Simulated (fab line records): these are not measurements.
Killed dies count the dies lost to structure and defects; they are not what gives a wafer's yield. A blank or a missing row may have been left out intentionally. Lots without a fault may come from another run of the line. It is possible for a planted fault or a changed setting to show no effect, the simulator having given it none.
A lot that was struck, set against a sound lot ; flow n5Finfet ; 17 out of 1938 route steps
Sound: the wafers L223.1, L223.3, L223.4. Struck: wafer L232.2 (left out: L232.1, L232.6 of the same lot, which were not struck); the cause appears at the end.
At each step with rows: each side's tool, then ch and its chambers, then its first start. Under that, the readings that differ: sound wafers ; struck wafers ; difference of the means ; sigmas: that difference in standard deviations of wafers without a fault.
alike: words and numbers the same on both sides, and readings whose means are apart by under 2 such deviations; not compared: readings that were withheld, readings missing a value for some wafer, numbers with overlapping values and no deviation given by the record, and bounds like >300 which may hide the same value.
The two part at a step that has a row with sigmas, a row that says differs or no value, or rows on one side only. When numbers do not overlap yet have no deviation, they are printed without sigmas and do not part them. A reading missing from all wafers of one side parts the sides only when that side holds two or more wafers.

first, 1 step without rows for these wafers: N5_MOL_CONTACT_COAG_DEVELOP_83 (develop time 30 s).
N5_MOL_CONTACT_COAG_CD_MEAS_84 targets a cd of 25.1 nm.
  sound on cdSem-02 ch 0, day 5 13:22; struck on cdSem-03 ch 0, day 7 21:34
  alike: cdNm
N5_MOL_CONTACT_COAG_OVL_MEAS_85:
  sound on overlay-02 ch 0, day 5 13:23; struck on overlay-02 ch 0, day 7 21:35
  alike: VG_OVL
N5_MOL_CONTACT_COAG_INSPECT_57: inspects for defects (brightfield).
  sound: defectInspect-01 at day 5 13:27; struck: defectInspect-01 at day 7 21:38
reading;sound;struck;difference;sigmas
rawDefectCount;142 156 162;281;+128;+3
N5_MOL_CONTACT_COAG_DESCUM_88: chemistry O2, time 7 s.
  sound on rieDiel-06 ch 1,2,3, day 5 13:29; struck on rieDiel-06 ch 1, day 7 21:41
  alike: biasPowerW, drypumpMotorCurrentA, oesProductAu, rfVppV, showerheadPlenumPTorr, throttleValvePct
  not compared: rfHoursCounterH
then, 1 step without rows for these wafers: N5_MOL_CONTACT_COAG_ETCH_89 (etches underlayer in N2/H2, target depth 13 nm, time 10.4 s).
N5_MOL_CONTACT_COAG_ETCH_90: etches SiARC in CF4, target depth 13 nm, time 21.7 s.
  sound on rieDiel-06 ch 1,2,3, day 5 13:32; struck on rieDiel-06 ch 1, day 7 21:44
reading;sound;struck;difference;sigmas
biasW (W);35.79 35.78 35.94;36.05;+0.21;+2
  alike: drypumpMotorCurrentA, etchRfOnTimeS, oesProductAu, rfVppV, showerheadPlenumPTorr, throttleValvePct
  not compared: rfHoursCounterH
then, 1 step without rows for these wafers: N5_MOL_CONTACT_COAG_ALD_131 (deposits SiO2, target thk 5 nm, pulse time 1 s, co reactant pulse time 1 s).
N5_MOL_CONTACT_COAG_ETCHBACK_132: etches SiO2 in CHF3, target depth 10 nm, time 6.7 s.
  sound on rieDiel-04 ch 0,3, day 5 13:50; struck on rieDiel-06 ch 2, day 7 22:07
  alike: biasW, drypumpMotorCurrentA, oesProductAu, rfVppV, showerheadPlenumPTorr, throttleValvePct
  not compared: rfHoursCounterH
N5_MOL_CONTACT_COAG_ETCH_91: etches SOC in N2/H2, target depth 60 nm, overetch 21 nm, time 101.2 s.
  sound on rieDiel-04 ch 0,3, day 5 13:53; struck on rieDiel-06 ch 2, day 7 22:09
  alike: biasW, drypumpMotorCurrentA, n2FlowSccm, oesProductAu, rfVppV, showerheadPlenumPTorr, throttleValvePct
  not compared: rfHoursCounterH
then, 2 steps without rows for these wafers: N5_MOL_CONTACT_COAG_STRIP_92 (strips in N2/H2); N5_MOL_CONTACT_COAG_STRIP_93 (strips in N2/H2).
N5_MOL_CONTACT_COAG_ETCHBACK_135: etches SiO2 in CHF3, target depth 25 nm, time 16.7 s.
  sound on rieDiel-04 ch 0,3, day 5 13:58; struck on rieDiel-06 ch 2, day 7 22:14
reading;sound;struck;difference;sigmas
model.SOC_of_MOL_CONTACT_COAG_COAT_75.thkNm (nm);57.2 57.2 57.2;56.6;-0.6;
  alike: biasW, drypumpMotorCurrentA, oesProductAu, rfVppV, showerheadPlenumPTorr, throttleValvePct
  not compared: rfHoursCounterH
then, 1 step without rows for these wafers: N5_MOL_CONTACT_COAG_STRIP_118 (strips in CHF3).
N5_MOL_CONTACT_COAG_VIA_ETCH_46: etches SiO2 in C4F6/O2, target depth 46 nm, overetch 9.2 nm, time 40 s.
  sound on rieDiel-04 ch 0,3, day 5 14:00; struck on rieDiel-06 ch 2, day 7 22:16
reading;sound;struck;difference;sigmas
C4F6_flow_sccm (sccm);9.99 10.02 10.00;10.07;+0.07;+2
throttleValvePct (%);41.0 41.0 41.0;40.1;-0.9;-2
model.SOC_of_MOL_CONTACT_COAG_COAT_75.thkNm (nm);50.6 50.4 50.6;50.2;-0.3;
  alike: biasW, drypumpMotorCurrentA, oesProductAu, rfVppV, showerheadPlenumPTorr
  not compared: rfHoursCounterH
N5_MOL_CONTACT_COAG_STRIP_96: strips in N2/H2.
  sound on rieDiel-04 ch 0,3, day 5 14:04; struck on rieDiel-06 ch 2, day 7 22:20
  alike: biasPowerW, drypumpMotorCurrentA, n2FlowSccm, oesProductAu, powerW, rfVppV, showerheadPlenumPTorr, throttleValvePct
  not compared: rfHoursCounterH
-- here the record skips 3 days between the struck wafers' starts before and after, leaving off in module MOL_CONTACT_COAG and picking up in module BEOL_M4 (first step shown: number 1111 of the route) --
N5_BEOL_M4_RC_MEAS_101:
  sound on prober-01 ch 0, day 8 13:57; struck on prober-01 ch 0, day 10 13:13
  alike: DIBL_N, DIBL_P, IOFF_N, IOFF_P, ION_N, ION_P, SS_N, SS_P, VT_N, VT_P

## WHERE THEY PART
First at N5_MOL_CONTACT_COAG_INSPECT_57; last, within this record, at N5_MOL_CONTACT_COAG_VIA_ETCH_46. Later steps at which nothing parts them and some readings are alike: N5_MOL_CONTACT_COAG_STRIP_96, N5_BEOL_M4_RC_MEAS_101.

WHY: whatever the simulator had introduced
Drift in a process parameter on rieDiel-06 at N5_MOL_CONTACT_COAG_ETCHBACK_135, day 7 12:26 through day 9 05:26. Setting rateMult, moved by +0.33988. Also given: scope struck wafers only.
